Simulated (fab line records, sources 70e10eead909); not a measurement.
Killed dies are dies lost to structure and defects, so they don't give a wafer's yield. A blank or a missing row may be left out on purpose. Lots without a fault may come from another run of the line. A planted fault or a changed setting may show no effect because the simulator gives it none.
Which tool did it? | flow nand_harc | 12 lots, 36 wafers sampled, at 5 steps of a route of 1159

WHAT THE GAUGES READ, wafer by wafer
NHARC_P_CONTACT_CD_MEAS_12: target cd 90 nm.
lot  | measured     | on        | cd_nm (nm)
L924 | day 5 10:28  | cd_sem-03 | 90.7 89.8 89.6
L925 | day 5 12:14  | cd_sem-03 | 89.5 89.5 89.8
L927 | day 6 05:32  | cd_sem-01 | 91.1 90.3 90.3
L926 | day 6 06:01  | cd_sem-01 | 90.9 90.3 90.2
L928 | day 6 12:32  | cd_sem-02 | 90.3 90.1 89.6
L929 | day 6 19:01  | cd_sem-01 | 90.4 89.3 90.1
L930 | day 7 05:47  | cd_sem-02 | 89.5 89.8 89.8
L931 | day 7 09:02  | cd_sem-03 | 89.4 89.9 89.2
L932 | day 7 16:18  | cd_sem-02 | 89.7 90.1 90.5
L939 | day 9 04:58  | cd_sem-02 | 89.9 89.8 89.7
L941 | day 9 19:32  | cd_sem-03 | 90.0 90.1 90.6
L946 | day 11 01:56 | cd_sem-02 | 89.5 90.5 89.7

NHARC_END_SORT_01.
lot  | measured     | on        | killed_at_array | killed_at_other | killed_at_periphery | killed_dies | killed_open | killed_short
L926 | day 19 19:53 | prober-01 | 13 15 17        | 1 1 3           | 5 5 6               | 19 21 26    | 4 2 6       | 1 1 3
L939 | day 23 08:05 | prober-01 | 39 39 38        | 2 4 2           | 5 5 3               | 46 48 43    | 3 2 3       | 3 1 3
L941 | day 23 16:43 | prober-01 | 33 25 44        | 1 1 2           | 18 12 9             | 52 38 55    | 5 1 2       | 1 1 4

WHICH TOOL RAN EACH LOT (tool, then ch and the chambers of the sampled wafers, then the start)
lot  | NHARC_P_CONTACT_DESCUM_17          | NHARC_P_CONTACT_ETCH_31            | NHARC_P_CONTACT_DEGAS_38
L924 | rie_diel-06 ch 0,2, day 5 10:40    | rie_diel-06 ch 1,2,3, day 5 15:40  | pvd_sputter-01, day 5 16:30
L925 | rie_diel-05 ch 0,1,2, day 5 12:26  | rie_diel-05 ch 1,2,3, day 5 13:11  | pvd_sputter-01, day 5 14:01
L927 | rie_diel-12 ch 1,3, day 6 05:44    | rie_diel-12 ch 1,2,3, day 6 06:28  | pvd_sputter-01, day 6 07:18
L926 | rie_diel-05 ch 1,2,3, day 6 06:13  | rie_diel-05 ch 1,3, day 6 06:57    | pvd_sputter-02, day 6 07:48
L928 | rie_diel-05 ch 0,1,3, day 6 12:44  | rie_diel-05 ch 1,2,3, day 6 13:45  | pvd_sputter-03, day 6 14:35
L929 | rie_diel-05 ch 1,2, day 6 19:13    | rie_diel-05 ch 2,3, day 6 20:05    | pvd_sputter-01, day 6 20:56
L930 | rie_diel-12 ch 0,1,3, day 7 05:58  | rie_diel-12 ch 0,2, day 7 06:43    | pvd_sputter-02, day 7 07:33
L931 | rie_diel-12 ch 0,1, day 7 09:13    | rie_diel-12 ch 1,2, day 7 09:57    | pvd_sputter-01, day 7 10:49
L932 | rie_diel-12 ch 0,1, day 7 16:29    | rie_diel-12 ch 0,2,3, day 7 17:15  | pvd_sputter-03, day 7 18:05
L939 | rie_diel-12 ch 0,1,2, day 9 05:10  | rie_diel-12 ch 0,1, day 9 05:54    | pvd_sputter-03, day 9 06:46
L941 | rie_diel-12 ch 0,1,3, day 9 19:44  | rie_diel-12 ch 0,2,3, day 9 20:28  | pvd_sputter-01, day 9 21:19
L946 | rie_diel-05 ch 0,2,3, day 11 02:08 | rie_diel-05 ch 0,2,3, day 11 02:53 | pvd_sputter-02, day 11 03:44
- NHARC_P_CONTACT_DESCUM_17: chemistry O2, time 3 s.
- NHARC_P_CONTACT_ETCH_31: etches the open film in CH3F/O2, target depth 30 nm, time 85.7 s.
- NHARC_P_CONTACT_DEGAS_38: time 60 s.

WHAT THE TOOLS THEMSELVES READ (means of the sampled wafers that have a number; where no wafer has one, the mark that the record gives instead)
NHARC_P_CONTACT_DESCUM_17.
lot  | tool        | drypump_motor_current_A (A) | o2_flow_sccm (sccm) | oes_product_au (a.u.) | rf_vpp_V (V) | showerhead_plenum_p_Torr (Torr) | throttle_valve_pct (%)
L924 | rie_diel-06 | 5.1                         | 200.8               | 1.007                 | 57.1         | 2.05                            | 11.302
L925 | rie_diel-05 | 5.6                         | 200.3               | 1.003                 | 58.1         | 1.93                            | 11.310
L927 | rie_diel-12 | 5.6                         | 199.9               | 0.997                 | 58.1         | 1.98                            | 11.308
L926 | rie_diel-05 | 5.7                         | 199.6               | 1.000                 | 57.5         | 1.89                            | 11.316
L928 | rie_diel-05 | 5.4                         | 200.4               | 0.993                 | 58.0         | 1.85                            | 11.313
L929 | rie_diel-05 | 5.7                         | 200.0               | 0.994                 | 57.5         | 1.91                            | 11.305
L930 | rie_diel-12 | 5.9                         | 200.4               | 0.995                 | 57.8         | 1.94                            | 11.313
L931 | rie_diel-12 | 6.3                         | 200.0               | 1.000                 | 58.2         | 1.90                            | 11.305
L932 | rie_diel-12 | 5.9                         | 200.2               | 0.991                 | 57.6         | 1.94                            | 11.308
L939 | rie_diel-12 | 6.0                         | 199.9               | 0.996                 | 58.0         | 1.89                            | 11.308
L941 | rie_diel-12 | 5.9                         | 199.9               | 0.995                 | 58.1         | 1.94                            | 11.308
L946 | rie_diel-05 | 5.7                         | 200.1               | 0.990                 | 58.3         | 1.91                            | 11.306

NHARC_P_CONTACT_ETCH_31.
lot  | tool        | drypump_motor_current_A (A) | o2_flow_sccm (sccm) | oes_product_au (a.u.) | rf_vpp_V (V) | run_length_s (s) | showerhead_plenum_p_Torr (Torr) | throttle_valve_pct (%)
L924 | rie_diel-06 | 5.1                         | 29.96               | 0.999                 | 246.9        | 106.7            | 2.61                            | 20.667
L925 | rie_diel-05 | 5.8                         | 29.96               | 0.988                 | 244.0        | 106.8            | 2.42                            | 20.682
L927 | rie_diel-12 | 5.6                         | 30.01               | 0.979                 | 245.1        | 106.8            | 2.49                            | 20.656
L926 | rie_diel-05 | 5.5                         | 30.06               | 0.971                 | 243.2        | 107.2            | 2.35                            | 20.657
L928 | rie_diel-05 | 5.7                         | 30.00               | 0.985                 | 244.0        | 106.9            | 2.42                            | 20.659
L929 | rie_diel-05 | 6.1                         | 30.00               | 0.979                 | 244.0        | 106.4            | 2.50                            | 20.664
L930 | rie_diel-12 | 6.1                         | 29.99               | 0.979                 | 243.3        | 107.2            | 2.37                            | 20.659
L931 | rie_diel-12 | 5.7                         | 29.92               | 0.986                 | 243.6        | 106.9            | 2.43                            | 20.656
L932 | rie_diel-12 | 6.1                         | 30.00               | 0.976                 | 244.1        | 107.1            | 2.43                            | 20.666
L939 | rie_diel-12 | 6.4                         | 30.02               | 0.971                 | 244.4        | 77.6             | 2.44                            | 20.662
L941 | rie_diel-12 | 6.1                         | 30.05               | 0.989                 | 244.4        | 92.1             | 2.43                            | 20.673
L946 | rie_diel-05 | 5.7                         | 30.03               | 0.977                 | 244.4        | 106.6            | 2.45                            | 20.664

NHARC_P_CONTACT_DEGAS_38.
lot  | tool           | heater_power_w (W)
L924 | pvd_sputter-01 | 421
L925 | pvd_sputter-01 | 421
L927 | pvd_sputter-01 | 458
L926 | pvd_sputter-02 | 539
L928 | pvd_sputter-03 | 443
L929 | pvd_sputter-01 | 463
L930 | pvd_sputter-02 | 541
L931 | pvd_sputter-01 | 415
L932 | pvd_sputter-03 | 404
L939 | pvd_sputter-03 | 460
L941 | pvd_sputter-01 | 458
L946 | pvd_sputter-02 | 469

THE ANSWER, worked out from the rows above alone
Rule: what is usual is taken from the lots themselves. Put in order of their means at a reading, lots are off if they are a third of the lots or fewer, leave a main group of 4 or more, and stand apart from it by a gap of 3 or more times the standard deviation of the main group's means; of several such gaps the widest counts. A main group whose means are all the same, to the digits that the tables above print for the reading, isn't used. A lot without any number at a reading at which 4 lots or more have one is off too. The other lots that the step has rows for count as sound. The gauges are gone through in route order, then the tools' own readings, and for those a lot's mean is taken as printed above. The first step at which some lot is off is used, and at that step the reading that is off furthest; a lot without a number counts as furthest.
Off: L939, L941, at NHARC_P_CONTACT_ETCH_31 (run_length_s). The main group: mean 106.9 s, standard deviation 0.25.
A tool fits if, at that step or a process step before it, it ran every lot that is off, and no sound lot after the first of them. One fits: rie_diel-12 at NHARC_P_CONTACT_DESCUM_17 and NHARC_P_CONTACT_ETCH_31. At NHARC_P_CONTACT_DESCUM_17 its last sound lot is L932 (day 7 16:29), its first lot that is off L939 (day 9 05:10): a fault that began between those two fits.

WHAT THE SIMULATOR HAD PUT IN
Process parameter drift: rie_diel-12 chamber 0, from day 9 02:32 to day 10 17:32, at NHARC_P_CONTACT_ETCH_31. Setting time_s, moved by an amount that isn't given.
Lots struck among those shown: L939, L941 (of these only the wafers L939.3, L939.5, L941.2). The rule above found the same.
